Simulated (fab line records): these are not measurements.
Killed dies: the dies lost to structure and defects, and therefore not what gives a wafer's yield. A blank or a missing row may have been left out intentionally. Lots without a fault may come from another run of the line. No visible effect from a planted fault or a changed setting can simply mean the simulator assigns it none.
Which of the tools did it? :: flow n5-finfet :: Sampling: 22 lots, 66 wafers, 3 of 1938 route steps

WHAT THE GAUGES SHOWED, per wafer
N5_FIN_SAQP_OVL_MEAS_17.
lot: L074
measured: day 1 21:40
on: overlay-02
FIN_CORE_OVL (nm): -0.3 -0.2 0.4

lot: L075
measured: day 2 04:06
on: overlay-01
FIN_CORE_OVL (nm): 1.0 0.7 0.6

lot: L076
measured: day 2 10:02
on: overlay-02
FIN_CORE_OVL (nm): -1.5 -0.1 -0.9

lot: L077
measured: day 2 15:31
on: overlay-01
FIN_CORE_OVL (nm): -0.4 1.6 -0.3

lot: L078
measured: day 2 22:29
on: overlay-02
FIN_CORE_OVL (nm): 0.8 1.6 1.1

lot: L079
measured: day 3 03:47
on: overlay-01
FIN_CORE_OVL (nm): 2.1 1.9 2.0

lot: L081
measured: day 3 16:55
on: overlay-01
FIN_CORE_OVL (nm): 0.3 1.5 1.3

lot: L082
measured: day 3 21:25
on: overlay-01
FIN_CORE_OVL (nm): -0.4 0.4 -0.5

lot: L083
measured: day 4 03:25
on: overlay-01
FIN_CORE_OVL (nm): 2.1 2.4 1.5

lot: L084
measured: day 4 09:38
on: overlay-02
FIN_CORE_OVL (nm): -0.4 0.7 1.1

lot: L085
measured: day 4 18:35
on: overlay-01
FIN_CORE_OVL (nm): 1.5 1.5 2.1

lot: L086
measured: day 4 22:14
on: overlay-01
FIN_CORE_OVL (nm): 1.0 1.5 0.5

lot: L087
measured: day 5 05:35
on: overlay-02
FIN_CORE_OVL (nm): 1.6 1.3 1.0

lot: L088
measured: day 5 10:07
on: overlay-01
FIN_CORE_OVL (nm): 0.5 2.1 0.5

lot: L089
measured: day 5 15:32
on: overlay-02
FIN_CORE_OVL (nm): 0.5 -0.2 0.3

lot: L090
measured: day 5 21:50
on: overlay-01
FIN_CORE_OVL (nm): 0.3 0.5 1.2

lot: L091
measured: day 6 03:55
on: overlay-02
FIN_CORE_OVL (nm): 1.3 1.0 1.2

lot: L092
measured: day 6 10:14
on: overlay-02
FIN_CORE_OVL (nm): 0.2 -0.5 -0.5

lot: L093
measured: day 6 16:20
on: overlay-01
FIN_CORE_OVL (nm): 1.0 1.4 0.9

lot: L094
measured: day 6 23:01
on: overlay-02
FIN_CORE_OVL (nm): -0.8 -0.2 -0.5

lot: L095
measured: day 7 04:37
on: overlay-02
FIN_CORE_OVL (nm): 0.5 0.0 0.4

lot: L097
measured: day 7 15:50
on: overlay-01
FIN_CORE_OVL (nm): 1.8 0.5 0.1

WHAT TOOL EACH LOT RAN ON (gives the tool, then ch and the chambers of the sampled wafers, and finally the start)
lot: L074
N5_PMOS_HMC_CHANNEL_EPI_CMP_21: cmp-03 ch 0,3, day 1 19:18
N5_FIN_SAQP_PECVD_48: pecvd-01 ch 0,2, day 1 21:08

lot: L075
N5_PMOS_HMC_CHANNEL_EPI_CMP_21: cmp-03 ch 0,1, day 2 01:53
N5_FIN_SAQP_PECVD_48: pecvd-01 ch 0,1,2, day 2 03:27

lot: L076
N5_PMOS_HMC_CHANNEL_EPI_CMP_21: cmp-03 ch 0,1,3, day 2 07:52
N5_FIN_SAQP_PECVD_48: pecvd-02 ch 0,1, day 2 09:23

lot: L077
N5_PMOS_HMC_CHANNEL_EPI_CMP_21: cmp-04 ch 2,3, day 2 13:13
N5_FIN_SAQP_PECVD_48: pecvd-03 ch 0,1,2, day 2 14:52

lot: L078
N5_PMOS_HMC_CHANNEL_EPI_CMP_21: cmp-03 ch 0,2,3, day 2 19:31
N5_FIN_SAQP_PECVD_48: pecvd-03 ch 0,1,2, day 2 21:12

lot: L079
N5_PMOS_HMC_CHANNEL_EPI_CMP_21: cmp-01 ch 0,1,3, day 3 01:36
N5_FIN_SAQP_PECVD_48: pecvd-02 ch 0,1,2, day 3 03:08

lot: L081
N5_PMOS_HMC_CHANNEL_EPI_CMP_21: cmp-04 ch 0,3, day 3 14:55
N5_FIN_SAQP_PECVD_48: pecvd-03 ch 0,2, day 3 16:23

lot: L082
N5_PMOS_HMC_CHANNEL_EPI_CMP_21: cmp-01 ch 0,3, day 3 19:05
N5_FIN_SAQP_PECVD_48: pecvd-03 ch 0,2, day 3 20:44

lot: L083
N5_PMOS_HMC_CHANNEL_EPI_CMP_21: cmp-01 ch 1,3, day 4 01:20
N5_FIN_SAQP_PECVD_48: pecvd-02 ch 0,1,2, day 4 02:53

lot: L084
N5_PMOS_HMC_CHANNEL_EPI_CMP_21: cmp-03 ch 1,2,3, day 4 07:24
N5_FIN_SAQP_PECVD_48: pecvd-03 ch 1,2, day 4 08:59

lot: L085
N5_PMOS_HMC_CHANNEL_EPI_CMP_21: cmp-04 ch 0,1, day 4 15:25
N5_FIN_SAQP_PECVD_48: pecvd-02 ch 0,1,2, day 4 18:03

lot: L086
N5_PMOS_HMC_CHANNEL_EPI_CMP_21: cmp-03 ch 0,2,3, day 4 20:05
N5_FIN_SAQP_PECVD_48: pecvd-01 ch 0,1,2, day 4 21:34

lot: L087
N5_PMOS_HMC_CHANNEL_EPI_CMP_21: cmp-01 ch 0,1,2, day 5 01:17
N5_FIN_SAQP_PECVD_48: pecvd-03 ch 0,1,2, day 5 04:56

lot: L088
N5_PMOS_HMC_CHANNEL_EPI_CMP_21: cmp-01 ch 0,1,2, day 5 08:05
N5_FIN_SAQP_PECVD_48: pecvd-03 ch 0,1, day 5 09:27

lot: L089
N5_PMOS_HMC_CHANNEL_EPI_CMP_21: cmp-04 ch 0,1,3, day 5 13:31
N5_FIN_SAQP_PECVD_48: pecvd-02 ch 0,1, day 5 15:01

lot: L090
N5_PMOS_HMC_CHANNEL_EPI_CMP_21: cmp-01 ch 0,2,3, day 5 19:25
N5_FIN_SAQP_PECVD_48: pecvd-01 ch 0,1,2, day 5 21:10

lot: L091
N5_PMOS_HMC_CHANNEL_EPI_CMP_21: cmp-01 ch 0,2, day 6 01:45
N5_FIN_SAQP_PECVD_48: pecvd-02 ch 0,1,2, day 6 03:23

lot: L092
N5_PMOS_HMC_CHANNEL_EPI_CMP_21: cmp-03 ch 0,2,3, day 6 08:08
N5_FIN_SAQP_PECVD_48: pecvd-01 ch 0,1,2, day 6 09:35

lot: L093
N5_PMOS_HMC_CHANNEL_EPI_CMP_21: cmp-03 ch 1,2,3, day 6 14:02
N5_FIN_SAQP_PECVD_48: pecvd-02 ch 0,1,2, day 6 15:41

lot: L094
N5_PMOS_HMC_CHANNEL_EPI_CMP_21: cmp-03 ch 0,2,3, day 6 20:55
N5_FIN_SAQP_PECVD_48: pecvd-03 ch 0,2, day 6 22:22

lot: L095
N5_PMOS_HMC_CHANNEL_EPI_CMP_21: cmp-04 ch 0,2,3, day 7 01:39
N5_FIN_SAQP_PECVD_48: pecvd-01 ch 1,2, day 7 03:58

lot: L097
N5_PMOS_HMC_CHANNEL_EPI_CMP_21: cmp-03 ch 1,2, day 7 13:28
N5_FIN_SAQP_PECVD_48: pecvd-03 ch 0,2, day 7 15:18
- N5_PMOS_HMC_CHANNEL_EPI_CMP_21: polishes SiGe30, target thk 54 nm.
- N5_FIN_SAQP_PECVD_48: deposits SiNx from SiH4/NH3/N2, target thk 25 nm, time 22.1 s.

WHAT THE TOOLS THEMSELVES READ (means of the sampled wafers that have a number; where no wafer has one, the mark that the record gives instead)
N5_PMOS_HMC_CHANNEL_EPI_CMP_21.
lot: L074
tool: cmp-03
motor-current-A (A): 12.8

lot: L075
tool: cmp-03
motor-current-A (A): 12.8

lot: L076
tool: cmp-03
motor-current-A (A): 13.4

lot: L077
tool: cmp-04
motor-current-A (A): 11.8

lot: L078
tool: cmp-03
motor-current-A (A): 13.3

lot: L079
tool: cmp-01
motor-current-A (A): 12.8

lot: L081
tool: cmp-04
motor-current-A (A): 12.2

lot: L082
tool: cmp-01
motor-current-A (A): 13.5

lot: L083
tool: cmp-01
motor-current-A (A): 11.4

lot: L084
tool: cmp-03
motor-current-A (A): 14.1

lot: L085
tool: cmp-04
motor-current-A (A): 12.9

lot: L086
tool: cmp-03
motor-current-A (A): 13.3

lot: L087
tool: cmp-01
motor-current-A (A): 12.4

lot: L088
tool: cmp-01
motor-current-A (A): 12.3

lot: L089
tool: cmp-04
motor-current-A (A): 12.5

lot: L090
tool: cmp-01
motor-current-A (A): 12.5

lot: L091
tool: cmp-01
motor-current-A (A): 11.8

lot: L092
tool: cmp-03
motor-current-A (A): 13.5

lot: L093
tool: cmp-03
motor-current-A (A): 13.7

lot: L094
tool: cmp-03
motor-current-A (A): 13.3

lot: L095
tool: cmp-04
motor-current-A (A): 12.0

lot: L097
tool: cmp-03
motor-current-A (A): 13.9

N5_FIN_SAQP_PECVD_48.
lot: L074
tool: pecvd-01
heater-power-w (W): 704
showerhead-plenum-p-Torr (Torr): 5.20
throttle-valve-pct (%): 39.2

lot: L075
tool: pecvd-01
heater-power-w (W): 746
showerhead-plenum-p-Torr (Torr): 5.15
throttle-valve-pct (%): 39.1

lot: L076
tool: pecvd-02
heater-power-w (W): 731
showerhead-plenum-p-Torr (Torr): 5.19
throttle-valve-pct (%): 41.2

lot: L077
tool: pecvd-03
heater-power-w (W): 814
showerhead-plenum-p-Torr (Torr): 5.08
throttle-valve-pct (%): 38.6

lot: L078
tool: pecvd-03
heater-power-w (W): 793
showerhead-plenum-p-Torr (Torr): 5.09
throttle-valve-pct (%): 38.7

lot: L079
tool: pecvd-02
heater-power-w (W): 775
showerhead-plenum-p-Torr (Torr): 5.17
throttle-valve-pct (%): 40.6

lot: L081
tool: pecvd-03
heater-power-w (W): 827
showerhead-plenum-p-Torr (Torr): 5.09
throttle-valve-pct (%): 39.2

lot: L082
tool: pecvd-03
heater-power-w (W): 843
showerhead-plenum-p-Torr (Torr): 5.09
throttle-valve-pct (%): 38.7

lot: L083
tool: pecvd-02
heater-power-w (W): 773
showerhead-plenum-p-Torr (Torr): 5.16
throttle-valve-pct (%): 40.8

lot: L084
tool: pecvd-03
heater-power-w (W): 790
showerhead-plenum-p-Torr (Torr): 5.08
throttle-valve-pct (%): 38.5

lot: L085
tool: pecvd-02
heater-power-w (W): 729
showerhead-plenum-p-Torr (Torr): 5.17
throttle-valve-pct (%): 40.7

lot: L086
tool: pecvd-01
heater-power-w (W): 741
showerhead-plenum-p-Torr (Torr): 5.15
throttle-valve-pct (%): 39.3

lot: L087
tool: pecvd-03
heater-power-w (W): 808
showerhead-plenum-p-Torr (Torr): 5.08
throttle-valve-pct (%): 38.9

lot: L088
tool: pecvd-03
heater-power-w (W): 754
showerhead-plenum-p-Torr (Torr): 5.08
throttle-valve-pct (%): 39.0

lot: L089
tool: pecvd-02
heater-power-w (W): 781
showerhead-plenum-p-Torr (Torr): 5.18
throttle-valve-pct (%): 41.3

lot: L090
tool: pecvd-01
heater-power-w (W): 658
showerhead-plenum-p-Torr (Torr): 5.15
throttle-valve-pct (%): 39.2

lot: L091
tool: pecvd-02
heater-power-w (W): 754
showerhead-plenum-p-Torr (Torr): 5.17
throttle-valve-pct (%): 40.8

lot: L092
tool: pecvd-01
heater-power-w (W): 711
showerhead-plenum-p-Torr (Torr): 5.16
throttle-valve-pct (%): 39.3

lot: L093
tool: pecvd-02
heater-power-w (W): 752
showerhead-plenum-p-Torr (Torr): 5.17
throttle-valve-pct (%): 40.9

lot: L094
tool: pecvd-03
heater-power-w (W): 839
showerhead-plenum-p-Torr (Torr): 5.07
throttle-valve-pct (%): 39.2

lot: L095
tool: pecvd-01
heater-power-w (W): 733
showerhead-plenum-p-Torr (Torr): 5.13
throttle-valve-pct (%): 40.2

lot: L097
tool: pecvd-03
heater-power-w (W): 851
showerhead-plenum-p-Torr (Torr): 5.11
throttle-valve-pct (%): 39.1

THE ANSWER, worked out from the rows above alone
Rule: the usual values come from the lots themselves. Put in order of their means at a reading, lots are off if they are a third of the lots or fewer, leave a main group of 4 or more, and stand apart from it by a gap of 3 or more times the standard deviation of the main group's means; of several such gaps the widest counts. A main group is skipped when, at the precision printed for the reading in the tables above, its means are all equal. A lot without any number at a reading at which 4 lots or more have one is off too. Where the step has rows for the other lots, those lots are counted as sound. The gauges are gone through in route order, then the tools' own readings, and for those a lot's mean is taken as printed above. At the first step where some lot is off, the reading lying furthest off is the one used; lots without a number count as furthest.
Across all readings shown, no lot is off: no conclusion can be drawn from this.

WHAT WAS PUT IN BY THE SIMULATOR
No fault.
